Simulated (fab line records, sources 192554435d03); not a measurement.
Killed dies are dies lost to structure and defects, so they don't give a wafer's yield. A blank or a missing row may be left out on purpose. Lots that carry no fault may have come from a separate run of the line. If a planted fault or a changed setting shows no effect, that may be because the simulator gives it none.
What tool caused it? :: flow n5_finfet :: Sampling: 8 lots, 24 wafers, 6 of 1938 route steps

WHAT EACH GAUGE READ, for each wafer
N5_FIN_SAQP_CD_MEAS_27: the cd target is 20 nm.
lot: L873
measured: day 2 00:33
on: cd_sem-02
cd_nm (nm): 20.05 20.47 20.18

lot: L877
measured: day 2 23:25
on: cd_sem-03
cd_nm (nm): 20.16 20.01 20.43

lot: L878
measured: day 3 05:32
on: cd_sem-01
cd_nm (nm): 20.22 20.76 20.23

lot: L879
measured: day 3 13:22
on: cd_sem-02
cd_nm (nm): 19.81 20.35 20.04

lot: L880
measured: day 3 18:37
on: cd_sem-03
cd_nm (nm): 19.76 19.97 20.21

lot: L882
measured: day 4 07:17
on: cd_sem-01
cd_nm (nm): 19.84 20.00 19.80

lot: L894
measured: day 7 06:22
on: cd_sem-01
cd_nm (nm): 29.12 20.05 20.17

lot: L896
measured: day 7 18:01
on: cd_sem-01
cd_nm (nm): 20.54 20.23 20.37

N5_BEOL_M4_RC_MEAS_101.
lot: L873
measured: day 7 19:40
on: prober-02
DIBL_N (mV/V): 35.0 35.8 35.0
DIBL_P (mV/V): 34.4 36.3 35.2
IOFF_N (nA/um): 0.15 0.17 0.15
IOFF_P (nA/um): 0.16 0.19 0.17
ION_N (uA/um): 664 691 671
ION_P (uA/um): 450 467 459
SS_N (mV/dec): 71.5 72.1 72.0
SS_P (mV/dec): 73.0 73.8 72.7
VT_N (mV): 250 248 248
VT_P (mV): -254 -252 -252

lot: L877
measured: day 8 20:38
on: prober-02
DIBL_N (mV/V): 37.6 34.5 35.5
DIBL_P (mV/V): 39.3 35.6 37.1
IOFF_N (nA/um): 0.21 0.15 0.17
IOFF_P (nA/um): 0.27 0.21 0.24
ION_N (uA/um): 679 670 676
ION_P (uA/um): 467 459 473
SS_N (mV/dec): 72.1 71.0 71.4
SS_P (mV/dec): 73.9 72.9 73.0
VT_N (mV): 247 250 251
VT_P (mV): -246 -247 -248

lot: L878
measured: day 9 08:31
on: prober-01
DIBL_N (mV/V): 35.9 35.0 36.8
DIBL_P (mV/V): 37.2 35.8 37.1
IOFF_N (nA/um): 0.16 0.14 0.17
IOFF_P (nA/um): 0.21 0.20 0.21
ION_N (uA/um): 671 669 675
ION_P (uA/um): 464 459 464
SS_N (mV/dec): 72.0 71.6 71.9
SS_P (mV/dec): 73.4 72.8 73.3
VT_N (mV): 250 252 250
VT_P (mV): -250 -254 -249

lot: L879
measured: day 10 00:50
on: prober-01
DIBL_N (mV/V): 38.6 36.7 35.0
DIBL_P (mV/V): 40.7 37.9 36.7
IOFF_N (nA/um): 0.21 0.17 0.13
IOFF_P (nA/um): 0.24 0.19 0.17
ION_N (uA/um): 691 683 665
ION_P (uA/um): 467 459 451
SS_N (mV/dec): 72.3 72.1 71.1
SS_P (mV/dec): 73.7 72.5 72.8
VT_N (mV): 247 249 254
VT_P (mV): -250 -251 -255

lot: L880
measured: day 9 17:13
on: prober-01
DIBL_N (mV/V): 36.0 39.2 38.9
DIBL_P (mV/V): 35.7 39.2 39.0
IOFF_N (nA/um): 0.15 0.21 0.20
IOFF_P (nA/um): 0.20 0.27 0.25
ION_N (uA/um): 665 683 676
ION_P (uA/um): 462 468 470
SS_N (mV/dec): 71.5 72.0 72.2
SS_P (mV/dec): 72.8 74.2 73.1
VT_N (mV): 254 251 248
VT_P (mV): -250 -248 -250

lot: L882
measured: day 10 02:31
on: prober-01
DIBL_N (mV/V): 37.6 34.9 38.6
DIBL_P (mV/V): 38.2 34.9 38.6
IOFF_N (nA/um): 0.20 0.14 0.20
IOFF_P (nA/um): 0.24 0.19 0.25
ION_N (uA/um): 682 667 682
ION_P (uA/um): 460 458 465
SS_N (mV/dec): 72.5 71.6 72.4
SS_P (mV/dec): 74.0 72.9 73.3
VT_N (mV): 248 252 247
VT_P (mV): -248 -252 -247

lot: L894
measured: day 13 00:06
on: prober-01
DIBL_N (mV/V): 36.5 33.7
DIBL_P (mV/V): 36.8 32.5
IOFF_N (nA/um): 0.15 0.11
IOFF_P (nA/um): 0.20 0.15
ION_N (uA/um): 674 660
ION_P (uA/um): 468 454
SS_N (mV/dec): 71.4 70.9
SS_P (mV/dec): 73.9 72.8
VT_N (mV): 251 255
VT_P (mV): -255 -255

lot: L896
measured: day 13 23:44
on: prober-02
DIBL_N (mV/V): 34.4 35.2 32.4
DIBL_P (mV/V): 33.0 34.1 30.8
IOFF_N (nA/um): 0.11 0.12 0.09
IOFF_P (nA/um): 0.17 0.18 0.14
ION_N (uA/um): 659 658 653
ION_P (uA/um): 459 459 453
SS_N (mV/dec): 70.6 71.7 70.3
SS_P (mV/dec): 72.5 72.9 71.6
VT_N (mV): 255 255 257
VT_P (mV): -251 -253 -255

WHICH TOOL RAN EACH LOT (tool, then ch and the chambers of the sampled wafers, then the start)
lot: L873
N5_FIN_SAQP_ETCH_51: rie_diel-04 ch 0,2,3, day 1 22:29
N5_FIN_SAQP_HM_OPEN_73: rie_diel-04 ch 0,2,3, day 1 22:40
N5_FIN_SAQP_SPACER1_ALD_24: ald_sin-04 ch 0,1,2, day 1 23:34
N5_FIN_SAQP_MANDREL1_REMOVE_56: rie_si-03 ch 1,2,3, day 2 00:26

lot: L877
N5_FIN_SAQP_ETCH_51: rie_diel-04 ch 1,2,3, day 2 21:23
N5_FIN_SAQP_HM_OPEN_73: rie_diel-04 ch 1,2,3, day 2 21:33
N5_FIN_SAQP_SPACER1_ALD_24: ald_sin-01 ch 1,2, day 2 22:28
N5_FIN_SAQP_MANDREL1_REMOVE_56: rie_si-03 ch 1,2,3, day 2 23:17

lot: L878
N5_FIN_SAQP_ETCH_51: rie_diel-02 ch 2,3, day 3 03:34
N5_FIN_SAQP_HM_OPEN_73: rie_diel-02 ch 2,3, day 3 03:43
N5_FIN_SAQP_SPACER1_ALD_24: ald_sin-03 ch 0,2, day 3 04:37
N5_FIN_SAQP_MANDREL1_REMOVE_56: rie_si-03 ch 0,1, day 3 05:25

lot: L879
N5_FIN_SAQP_ETCH_51: rie_diel-02 ch 0,1,2, day 3 11:11
N5_FIN_SAQP_HM_OPEN_73: rie_diel-02 ch 0,1,2, day 3 11:20
N5_FIN_SAQP_SPACER1_ALD_24: ald_sin-01 ch 1,2,3, day 3 12:28
N5_FIN_SAQP_MANDREL1_REMOVE_56: rie_si-04 ch 0,1,2, day 3 13:16

lot: L880
N5_FIN_SAQP_ETCH_51: rie_diel-04 ch 0,2, day 3 16:23
N5_FIN_SAQP_HM_OPEN_73: rie_diel-04 ch 0,2, day 3 16:33
N5_FIN_SAQP_SPACER1_ALD_24: ald_sin-04 ch 2,3, day 3 17:28
N5_FIN_SAQP_MANDREL1_REMOVE_56: rie_si-04 ch 1,2,3, day 3 18:31

lot: L882
N5_FIN_SAQP_ETCH_51: rie_diel-02 ch 1,3, day 4 05:05
N5_FIN_SAQP_HM_OPEN_73: rie_diel-02 ch 1,3, day 4 05:15
N5_FIN_SAQP_SPACER1_ALD_24: ald_sin-01 ch 0,2,3, day 4 06:22
N5_FIN_SAQP_MANDREL1_REMOVE_56: rie_si-06 ch 1,3, day 4 07:10

lot: L894
N5_FIN_SAQP_ETCH_51: rie_diel-05 ch 1,2,3, day 7 04:05
N5_FIN_SAQP_HM_OPEN_73: rie_diel-05 ch 1,2,3, day 7 04:15
N5_FIN_SAQP_SPACER1_ALD_24: ald_sin-04 ch 0,1,2, day 7 05:26
N5_FIN_SAQP_MANDREL1_REMOVE_56: rie_si-03 ch 0,1,3, day 7 06:15

lot: L896
N5_FIN_SAQP_ETCH_51: rie_diel-05 ch 2,3, day 7 16:02
N5_FIN_SAQP_HM_OPEN_73: rie_diel-05 ch 2,3, day 7 16:12
N5_FIN_SAQP_SPACER1_ALD_24: ald_sin-01 ch 1,3, day 7 17:05
N5_FIN_SAQP_MANDREL1_REMOVE_56: rie_si-04 ch 1,2, day 7 17:54
- N5_FIN_SAQP_ETCH_51: etches SiARC in CF4, target depth 45.5 nm, time 75.8 s.
- N5_FIN_SAQP_HM_OPEN_73: chemistry CHF3/O2, target SiO2, stops on a-Si, target depth 12 nm, time 16.8 s.
- N5_FIN_SAQP_SPACER1_ALD_24: deposits SiO2, target thk 20.3 nm, pulse time 1 s, purge time 2 s.
- N5_FIN_SAQP_MANDREL1_REMOVE_56: chemistry HBr/Cl2/O2, target a-Si, stops on SiNx, bt time 10 s.

WHAT THE TOOLS THEMSELVES READ (means of the sampled wafers that have a number; where no wafer has one, the mark that the record gives instead)
N5_FIN_SAQP_ETCH_51.
lot: L873
tool: rie_diel-04
drypump_motor_current_A (A): 5.5
etch_rf_on_time_s (s): 73.8
oes_product_au (a.u.): 0.66
rf_vpp_V (V): 183.8
showerhead_plenum_p_Torr (Torr): 2.14
throttle_valve_pct (%): 15.59

lot: L877
tool: rie_diel-04
drypump_motor_current_A (A): 5.4
etch_rf_on_time_s (s): 75.0
oes_product_au (a.u.): 0.62
rf_vpp_V (V): 184.9
showerhead_plenum_p_Torr (Torr): 2.12
throttle_valve_pct (%): 15.59

lot: L878
tool: rie_diel-02
drypump_motor_current_A (A): 5.9
etch_rf_on_time_s (s): 76.1
oes_product_au (a.u.): 0.79
rf_vpp_V (V): 183.1
showerhead_plenum_p_Torr (Torr): 2.10
throttle_valve_pct (%): 15.49

lot: L879
tool: rie_diel-02
drypump_motor_current_A (A): 5.8
etch_rf_on_time_s (s): 76.6
oes_product_au (a.u.): 0.66
rf_vpp_V (V): 183.9
showerhead_plenum_p_Torr (Torr): 2.15
throttle_valve_pct (%): 15.56

lot: L880
tool: rie_diel-04
drypump_motor_current_A (A): 5.8
etch_rf_on_time_s (s): 75.6
oes_product_au (a.u.): 0.67
rf_vpp_V (V): 184.2
showerhead_plenum_p_Torr (Torr): 2.17
throttle_valve_pct (%): 15.53

lot: L882
tool: rie_diel-02
drypump_motor_current_A (A): 5.4
etch_rf_on_time_s (s): 78.0
oes_product_au (a.u.): 0.66
rf_vpp_V (V): 185.1
showerhead_plenum_p_Torr (Torr): 2.18
throttle_valve_pct (%): 15.84

lot: L894
tool: rie_diel-05
drypump_motor_current_A (A): 5.6
etch_rf_on_time_s (s): 76.6
oes_product_au (a.u.): 0.60
rf_vpp_V (V): 183.3
showerhead_plenum_p_Torr (Torr): 2.15
throttle_valve_pct (%): 15.58

lot: L896
tool: rie_diel-05
drypump_motor_current_A (A): 5.7
etch_rf_on_time_s (s): 77.2
oes_product_au (a.u.): 0.60
rf_vpp_V (V): 183.4
showerhead_plenum_p_Torr (Torr): 2.16
throttle_valve_pct (%): 15.48

N5_FIN_SAQP_HM_OPEN_73.
lot: L873
tool: rie_diel-04
drypump_motor_current_A (A): 5.5
oes_product_au (a.u.): 0.46
rf_vpp_V (V): 517
showerhead_plenum_p_Torr (Torr): 2.41
throttle_valve_pct (%): 18.83

lot: L877
tool: rie_diel-04
drypump_motor_current_A (A): 5.4
oes_product_au (a.u.): 0.44
rf_vpp_V (V): 515
showerhead_plenum_p_Torr (Torr): 2.40
throttle_valve_pct (%): 18.85

lot: L878
tool: rie_diel-02
drypump_motor_current_A (A): 5.9
oes_product_au (a.u.): 0.55
rf_vpp_V (V): 513
showerhead_plenum_p_Torr (Torr): 2.37
throttle_valve_pct (%): 18.76

lot: L879
tool: rie_diel-02
drypump_motor_current_A (A): 5.8
oes_product_au (a.u.): 0.47
rf_vpp_V (V): 529
showerhead_plenum_p_Torr (Torr): 2.42
throttle_valve_pct (%): 18.76

lot: L880
tool: rie_diel-04
drypump_motor_current_A (A): 5.8
oes_product_au (a.u.): 0.47
rf_vpp_V (V): 520
showerhead_plenum_p_Torr (Torr): 2.45
throttle_valve_pct (%): 18.74

lot: L882
tool: rie_diel-02
drypump_motor_current_A (A): 5.4
oes_product_au (a.u.): 0.47
rf_vpp_V (V): 526
showerhead_plenum_p_Torr (Torr): 2.45
throttle_valve_pct (%): 19.07

lot: L894
tool: rie_diel-05
drypump_motor_current_A (A): 5.6
oes_product_au (a.u.): 0.42
rf_vpp_V (V): 528
showerhead_plenum_p_Torr (Torr): 2.42
throttle_valve_pct (%): 18.72

lot: L896
tool: rie_diel-05
drypump_motor_current_A (A): 5.7
oes_product_au (a.u.): 0.43
rf_vpp_V (V): 532
showerhead_plenum_p_Torr (Torr): 2.43
throttle_valve_pct (%): 18.62

N5_FIN_SAQP_SPACER1_ALD_24.
lot: L873
tool: ald_sin-04
heater_power_w (W): 501
precursor_pulse_height_rel: 1.020

lot: L877
tool: ald_sin-01
heater_power_w (W): 431
precursor_pulse_height_rel: 1.006

lot: L878
tool: ald_sin-03
heater_power_w (W): 454
precursor_pulse_height_rel: 1.002

lot: L879
tool: ald_sin-01
heater_power_w (W): 440
precursor_pulse_height_rel: 1.009

lot: L880
tool: ald_sin-04
heater_power_w (W): 477
precursor_pulse_height_rel: 0.974

lot: L882
tool: ald_sin-01
heater_power_w (W): 428
precursor_pulse_height_rel: 1.011

lot: L894
tool: ald_sin-04
heater_power_w (W): 486
precursor_pulse_height_rel: 0.997

lot: L896
tool: ald_sin-01
heater_power_w (W): 442
precursor_pulse_height_rel: 1.001

N5_FIN_SAQP_MANDREL1_REMOVE_56.
lot: L873
tool: rie_si-03
drypump_motor_current_A (A): 5.5
oes_product_au (a.u.): 1.013
throttle_valve_pct (%): 36.59

lot: L877
tool: rie_si-03
drypump_motor_current_A (A): 5.6
oes_product_au (a.u.): 1.010
throttle_valve_pct (%): 36.58

lot: L878
tool: rie_si-03
drypump_motor_current_A (A): 5.5
oes_product_au (a.u.): 0.994
throttle_valve_pct (%): 36.79

lot: L879
tool: rie_si-04
drypump_motor_current_A (A): 5.7
oes_product_au (a.u.): 1.004
throttle_valve_pct (%): 36.57

lot: L880
tool: rie_si-04
drypump_motor_current_A (A): 5.7
oes_product_au (a.u.): 1.008
throttle_valve_pct (%): 36.58

lot: L882
tool: rie_si-06
drypump_motor_current_A (A): 6.0
oes_product_au (a.u.): 1.007
throttle_valve_pct (%): 37.04

lot: L894
tool: rie_si-03
drypump_motor_current_A (A): 5.4
oes_product_au (a.u.): 0.992
throttle_valve_pct (%): 36.68

lot: L896
tool: rie_si-04
drypump_motor_current_A (A): 5.6
oes_product_au (a.u.): 1.012
throttle_valve_pct (%): 36.50

THE ANSWER, worked out from the rows above alone
Rule: usual is defined by the lots themselves. Put in order of their means at a reading, lots are off if they are a third of the lots or fewer, leave a main group of 4 or more, and stand apart from it by a gap of 3 or more times the standard deviation of the main group's means; of several such gaps the widest counts. The tables above print the reading to a certain number of digits; a main group whose means all agree to those digits is not used. A lot without any number at a reading at which 4 lots or more have one is off too. Any other lot the step has rows for is counted as sound. First the gauges in route order, then the tools' own readings, where a lot's mean is used as printed above. The first step at which some lot is off is used, and at that step the reading that is off furthest; a lot without a number counts as furthest.
Off at N5_FIN_SAQP_CD_MEAS_27 (cd_nm): L894. The main group has a mean of 20.16 nm with a standard deviation of 0.18.
A tool fits if, at a process step before that reading, it ran every lot that is off, and no sound lot after the first of them. Not tried: the gauges at N5_FIN_SAQP_CD_MEAS_27; whatever is off there is also off at N5_FIN_SAQP_MANDREL1_REMOVE_56, on other tools, and gauge error can't account for it. 2 tools fit, ald_sin-04 at N5_FIN_SAQP_SPACER1_ALD_24 and rie_si-03 at N5_FIN_SAQP_MANDREL1_REMOVE_56, so this cannot tell which one it is.

WHAT THE SIMULATOR PUT IN
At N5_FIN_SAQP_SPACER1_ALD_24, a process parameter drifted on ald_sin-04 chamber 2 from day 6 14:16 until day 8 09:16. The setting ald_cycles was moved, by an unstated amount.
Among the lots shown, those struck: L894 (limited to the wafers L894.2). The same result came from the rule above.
